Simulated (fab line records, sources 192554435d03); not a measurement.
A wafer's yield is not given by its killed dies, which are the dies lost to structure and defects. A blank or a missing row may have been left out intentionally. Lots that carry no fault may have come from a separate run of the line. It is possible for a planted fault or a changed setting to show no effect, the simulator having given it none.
Which tool did it? :: flow n5_finfet :: 12 lots with 36 wafers sampled at 4 steps, on a route of 1938 steps

WHAT THE GAUGES READ, wafer by wafer
The record lacks any reading of a measuring or inspecting step that a usual standard deviation could be used to judge.

WHAT TOOL EACH LOT RAN ON (gives the tool, then ch and the chambers of the sampled wafers, and finally the start)
lot: L604
N5_BEOL_M8_SURFACE_TREAT_79: pvd_sputter-03, day 9 07:26
N5_BEOL_M8_SPUTTER_48: pvd_sputter-03, day 9 07:46
N5_BEOL_M9_PECVD_70: pecvd-01 ch 0,1,2, day 9 09:23
N5_BEOL_M9_COAT_60: litho_track-04 ch 0, day 9 10:28

lot: L608
N5_BEOL_M8_SURFACE_TREAT_79: pvd_sputter-03, day 9 22:17
N5_BEOL_M8_SPUTTER_48: pvd_sputter-03, day 9 22:29
N5_BEOL_M9_PECVD_70: pecvd-03 ch 0,1, day 10 00:55
N5_BEOL_M9_COAT_60: litho_track-04 ch 0, day 10 02:21

lot: L607
N5_BEOL_M8_SURFACE_TREAT_79: pvd_sputter-03, day 9 22:41
N5_BEOL_M8_SPUTTER_48: pvd_sputter-01, day 9 22:51
N5_BEOL_M9_PECVD_70: pecvd-03 ch 1,2, day 10 00:43
N5_BEOL_M9_COAT_60: litho_track-01 ch 0, day 10 02:02

lot: L613
N5_BEOL_M8_SURFACE_TREAT_79: pvd_sputter-02, day 12 04:44
N5_BEOL_M8_SPUTTER_48: pvd_sputter-01, day 12 05:00
N5_BEOL_M9_PECVD_70: pecvd-01 ch 0,1,2, day 12 06:51
N5_BEOL_M9_COAT_60: litho_track-03 ch 0, day 12 08:09

lot: L614
N5_BEOL_M8_SURFACE_TREAT_79: pvd_sputter-02, day 12 12:32
N5_BEOL_M8_SPUTTER_48: pvd_sputter-01, day 12 14:22
N5_BEOL_M9_PECVD_70: pecvd-01 ch 0,1,2, day 12 16:03
N5_BEOL_M9_COAT_60: litho_track-04 ch 0, day 12 16:35

lot: L615
N5_BEOL_M8_SURFACE_TREAT_79: pvd_sputter-01, day 12 14:27
N5_BEOL_M8_SPUTTER_48: pvd_sputter-02, day 12 14:43
N5_BEOL_M9_PECVD_70: pecvd-01 ch 0,1,2, day 12 16:21
N5_BEOL_M9_COAT_60: litho_track-03 ch 0, day 12 16:41

lot: L616
N5_BEOL_M8_SURFACE_TREAT_79: pvd_sputter-01, day 12 15:43
N5_BEOL_M8_SPUTTER_48: pvd_sputter-03, day 12 16:05
N5_BEOL_M9_PECVD_70: pecvd-04 ch 0,1, day 12 17:47
N5_BEOL_M9_COAT_60: litho_track-04 ch 0, day 12 19:26

lot: L618
N5_BEOL_M8_SURFACE_TREAT_79: pvd_sputter-01, day 12 19:23
N5_BEOL_M8_SPUTTER_48: pvd_sputter-01, day 12 19:37
N5_BEOL_M9_PECVD_70: pecvd-03 ch 0,2, day 12 21:29
N5_BEOL_M9_COAT_60: litho_track-04 ch 0, day 12 21:40

lot: L617
N5_BEOL_M8_SURFACE_TREAT_79: pvd_sputter-02, day 13 00:38
N5_BEOL_M8_SPUTTER_48: pvd_sputter-02, day 13 01:06
N5_BEOL_M9_PECVD_70: pecvd-03 ch 0,2, day 13 03:06
N5_BEOL_M9_COAT_60: litho_track-01 ch 0, day 13 04:40

lot: L621
N5_BEOL_M8_SURFACE_TREAT_79: pvd_sputter-02, day 14 05:04
N5_BEOL_M8_SPUTTER_48: pvd_sputter-02, day 14 05:28
N5_BEOL_M9_PECVD_70: pecvd-01 ch 0,1,2, day 14 07:05
N5_BEOL_M9_COAT_60: litho_track-04 ch 0, day 14 11:13

lot: L623
N5_BEOL_M8_SURFACE_TREAT_79: pvd_sputter-01, day 14 12:52
N5_BEOL_M8_SPUTTER_48: pvd_sputter-01, day 14 13:32
N5_BEOL_M9_PECVD_70: pecvd-03 ch 1,2, day 14 15:15
N5_BEOL_M9_COAT_60: litho_track-04 ch 0, day 14 16:55

lot: L627
N5_BEOL_M8_SURFACE_TREAT_79: pvd_sputter-02, day 15 07:31
N5_BEOL_M8_SPUTTER_48: pvd_sputter-02, day 15 07:51
N5_BEOL_M9_PECVD_70: pecvd-03 ch 1,2, day 15 09:29
N5_BEOL_M9_COAT_60: litho_track-03 ch 0, day 15 11:40
- N5_BEOL_M8_SURFACE_TREAT_79
- N5_BEOL_M8_SPUTTER_48: material Cu, target thk 10 nm, time 1.667 s.
- N5_BEOL_M9_PECVD_70: deposits SiO2 from TEOS/O2, target thk 20 nm, time 22.7 s.
- N5_BEOL_M9_COAT_60: time 60 s, resist thk 30 nm.

WHAT THE TOOLS THEMSELVES READ (means of the sampled wafers that have a number; where no wafer has one, the mark that the record gives instead)
N5_BEOL_M8_SPUTTER_48. Usual: throttle_valve_pct at 30.2 %, with a standard deviation of 1.3.
lot: L604
tool: pvd_sputter-03
throttle_valve_pct (%): 29.5
flag: 

lot: L608
tool: pvd_sputter-03
throttle_valve_pct (%): 31.2
flag: 

lot: L607
tool: pvd_sputter-01
throttle_valve_pct (%): 29.7
flag: 

lot: L613
tool: pvd_sputter-01
throttle_valve_pct (%): 30.5
flag: 

lot: L614
tool: pvd_sputter-01
throttle_valve_pct (%): 29.6
flag: 

lot: L615
tool: pvd_sputter-02
throttle_valve_pct (%): 30.8
flag: 

lot: L616
tool: pvd_sputter-03
throttle_valve_pct (%): 29.4
flag: 

lot: L618
tool: pvd_sputter-01
throttle_valve_pct (%): 30.5
flag: 

lot: L617
tool: pvd_sputter-02
throttle_valve_pct (%): 30.0
flag: 

lot: L621
tool: pvd_sputter-02
throttle_valve_pct (%): 30.1
flag: 

lot: L623
tool: pvd_sputter-01
throttle_valve_pct (%): 30.6
flag: 

lot: L627
tool: pvd_sputter-02
throttle_valve_pct (%): 30.7
flag: 

N5_BEOL_M9_PECVD_70. Usual: heater_power_w 748 W, standard deviation 130; showerhead_plenum_p_Torr 8.79 Torr, standard deviation 0.063; showerhead_vpp_V 1316 V, standard deviation 64; throttle_valve_pct 22.5 %, standard deviation 1.1.
lot: L604
tool: pecvd-01
heater_power_w (W): 747
showerhead_plenum_p_Torr (Torr): 8.82
showerhead_vpp_V (V): 1316
throttle_valve_pct (%): 22.6
flag: 

lot: L608
tool: pecvd-03
heater_power_w (W): 755
showerhead_plenum_p_Torr (Torr): 8.79
showerhead_vpp_V (V): 1268
throttle_valve_pct (%): 23.5
flag: 

lot: L607
tool: pecvd-03
heater_power_w (W): 671
showerhead_plenum_p_Torr (Torr): 8.77
showerhead_vpp_V (V): 1290
throttle_valve_pct (%): 23.2
flag: 

lot: L613
tool: pecvd-01
heater_power_w (W): 771
showerhead_plenum_p_Torr (Torr): 8.83
showerhead_vpp_V (V): 1317
throttle_valve_pct (%): 22.0
flag: 

lot: L614
tool: pecvd-01
heater_power_w (W): 806
showerhead_plenum_p_Torr (Torr): 8.82
showerhead_vpp_V (V): 1313
throttle_valve_pct (%): 22.3
flag: 

lot: L615
tool: pecvd-01
heater_power_w (W): 725
showerhead_plenum_p_Torr (Torr): 8.83
showerhead_vpp_V (V): 1320
throttle_valve_pct (%): 22.2
flag: 

lot: L616
tool: pecvd-04
heater_power_w (W): 818
showerhead_plenum_p_Torr (Torr): 8.78
showerhead_vpp_V (V): 1403
throttle_valve_pct (%): 23.1
flag: 

lot: L618
tool: pecvd-03
heater_power_w (W): 508
showerhead_plenum_p_Torr (Torr): 8.69
showerhead_vpp_V (V): 1284
throttle_valve_pct (%): 23.4
flag: 

lot: L617
tool: pecvd-03
heater_power_w (W): 553
showerhead_plenum_p_Torr (Torr): 8.72
showerhead_vpp_V (V): 1289
throttle_valve_pct (%): 23.4
flag: 

lot: L621
tool: pecvd-01
heater_power_w (W): 775
showerhead_plenum_p_Torr (Torr): 8.82
showerhead_vpp_V (V): 1321
throttle_valve_pct (%): 22.1
flag: 

lot: L623
tool: pecvd-03
heater_power_w (W): 629
showerhead_plenum_p_Torr (Torr): 8.78
showerhead_vpp_V (V): 1274
throttle_valve_pct (%): 23.3
flag: 

lot: L627
tool: pecvd-03
heater_power_w (W): 742
showerhead_plenum_p_Torr (Torr): 8.81
showerhead_vpp_V (V): 1274
throttle_valve_pct (%): 23.4
flag: 

N5_BEOL_M9_COAT_60. Usual: spin_speed_rpm at 1500.0 rpm, with a standard deviation of 0.96.
lot: L604
tool: litho_track-04
spin_speed_rpm (rpm): 1500.2
flag: 

lot: L608
tool: litho_track-04
spin_speed_rpm (rpm): 1500.1
flag: 

lot: L607
tool: litho_track-01
spin_speed_rpm (rpm): 1498.9
flag: 

lot: L613
tool: litho_track-03
spin_speed_rpm (rpm): 1499.5
flag: 

lot: L614
tool: litho_track-04
spin_speed_rpm (rpm): 1500.3
flag: 

lot: L615
tool: litho_track-03
spin_speed_rpm (rpm): 1499.8
flag: 

lot: L616
tool: litho_track-04
spin_speed_rpm (rpm): 1500.7
flag: 

lot: L618
tool: litho_track-04
spin_speed_rpm (rpm): 1501.0
flag: 

lot: L617
tool: litho_track-01
spin_speed_rpm (rpm): 1500.8
flag: 

lot: L621
tool: litho_track-04
spin_speed_rpm (rpm): 1591.2
flag: OFF

lot: L623
tool: litho_track-04
spin_speed_rpm (rpm): 1591.7
flag: OFF

lot: L627
tool: litho_track-03
spin_speed_rpm (rpm): 1500.5
flag: 

THE ANSWER, worked out from the rows above alone
Rule: a lot counts as off when the mean over its wafers that have a number is more than 3 standard deviations away from the usual mean. A lot without any number at a reading at which 4 lots or more have one is off too. Any other lot the step has rows for is counted as sound. After the gauges, taken in route order, come the tools' own readings; for these a lot's mean is taken, as printed above. At the first step where some lot is off, the reading lying furthest off is the one used; lots without a number count as furthest.
Off at N5_BEOL_M9_COAT_60 (spin_speed_rpm): L621, L623.
If a tool, at that step or one of the process steps before it, ran each lot that is off and ran no sound lot following the first of them, it fits. One fits: litho_track-04 at N5_BEOL_M9_COAT_60. A fault onset in the window from L618 (day 12 21:40, its last sound lot) to L621 (day 14 11:13, its first lot off) fits.
On the lots that are off, the tool's own readings at N5_BEOL_M9_COAT_60 differ by more than 5 times the standard deviation of the sound lots' means, which bears it out; spin_speed_rpm reads 1591.5 rpm there versus 1500.2 rpm on the sound lots.

WHAT THE SIMULATOR PUT IN
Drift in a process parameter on litho_track-04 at N5_BEOL_M9_COAT_60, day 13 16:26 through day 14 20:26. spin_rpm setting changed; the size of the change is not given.
Lots struck among those shown: L621, L623. This agrees with what the rule above found.
